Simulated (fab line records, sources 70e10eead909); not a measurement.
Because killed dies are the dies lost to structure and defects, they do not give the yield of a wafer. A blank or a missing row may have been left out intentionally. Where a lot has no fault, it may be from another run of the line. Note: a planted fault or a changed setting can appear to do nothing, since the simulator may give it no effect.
Matching of chambers / flow nand_harc / rie_diel-04 running NHARC_A_STAIRCASE_TRIM_220: 4 sister chambers
The step chemistry O2, time 211.2 s. 8 wafers are shown with their chamber, then 11 later ones without.

WAFERS, EACH WITH ITS CHAMBER
wafer=L085.2; chamber=2; showerhead_plenum_p_Torr (Torr)=3.56; drypump_motor_current_A (A)=5.6
wafer=L084.1; chamber=0; showerhead_plenum_p_Torr (Torr)=3.72; drypump_motor_current_A (A)=5.8
wafer=L084.2; chamber=2; showerhead_plenum_p_Torr (Torr)=3.56; drypump_motor_current_A (A)=5.7
wafer=L084.5; chamber=1; showerhead_plenum_p_Torr (Torr)=3.69; drypump_motor_current_A (A)=5.5
wafer=L087.3; chamber=1; showerhead_plenum_p_Torr (Torr)=3.69; drypump_motor_current_A (A)=5.5
wafer=L087.4; chamber=0; showerhead_plenum_p_Torr (Torr)=3.72; drypump_motor_current_A (A)=5.8
wafer=L087.6; chamber=3; showerhead_plenum_p_Torr (Torr)=3.57; drypump_motor_current_A (A)=5.7
wafer=L091.1; chamber=3; showerhead_plenum_p_Torr (Torr)=3.56; drypump_motor_current_A (A)=5.6

WAFERS WITH NO CHAMBER GIVEN
wafer=L091.4; showerhead_plenum_p_Torr (Torr)=3.68; drypump_motor_current_A (A)=5.5
wafer=L091.5; showerhead_plenum_p_Torr (Torr)=3.55; drypump_motor_current_A (A)=5.7
wafer=L093.1; showerhead_plenum_p_Torr (Torr)=3.68; drypump_motor_current_A (A)=5.5
wafer=L093.4; showerhead_plenum_p_Torr (Torr)=3.54; drypump_motor_current_A (A)=5.7
wafer=L093.5; showerhead_plenum_p_Torr (Torr)=3.68; drypump_motor_current_A (A)=5.5
wafer=L094.3; showerhead_plenum_p_Torr (Torr)=3.68; drypump_motor_current_A (A)=5.5
wafer=L094.5; showerhead_plenum_p_Torr (Torr)=3.68; drypump_motor_current_A (A)=5.5
wafer=L094.6; showerhead_plenum_p_Torr (Torr)=3.56; drypump_motor_current_A (A)=5.7
wafer=L096.1; showerhead_plenum_p_Torr (Torr)=3.67; drypump_motor_current_A (A)=5.5
wafer=L096.2; showerhead_plenum_p_Torr (Torr)=3.54; drypump_motor_current_A (A)=5.6
wafer=L096.5; showerhead_plenum_p_Torr (Torr)=3.54; drypump_motor_current_A (A)=5.7

WHICH CHAMBER EACH ONE RAN IN
wafer=L091.4; from the rows above=1; in truth=1
wafer=L091.5; from the rows above=can't be placed: 2 or 3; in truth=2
wafer=L093.1; from the rows above=1; in truth=1
wafer=L093.4; from the rows above=can't be placed: 2 or 3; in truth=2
wafer=L093.5; from the rows above=1; in truth=1
wafer=L094.3; from the rows above=1; in truth=1
wafer=L094.5; from the rows above=1; in truth=1
wafer=L094.6; from the rows above=can't be placed: 2 or 3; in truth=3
wafer=L096.1; from the rows above=1; in truth=1
wafer=L096.2; from the rows above=can't be placed: 2 or 3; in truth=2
wafer=L096.5; from the rows above=can't be placed: 2 or 3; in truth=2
Placed correctly: 6 of 11. From these rows, 5 cannot be placed; in 5 the true chamber is one of the candidates. Placed wrongly: 0.
How it was worked out, from the rows above alone: a wafer's distance from a chamber is the root of the sum, over the readings, of the square of ((its reading less the chamber's mean) divided by the reading's scatter). The wafer belongs to the nearest chamber; if the next one is less than 2 further off, it can't be placed. The mean given for a chamber averages the wafers shown for that chamber. The scatter: the root of (the sum of the squares of (reading less its chamber's mean) over the shown wafers, divided by (wafers less chambers)).
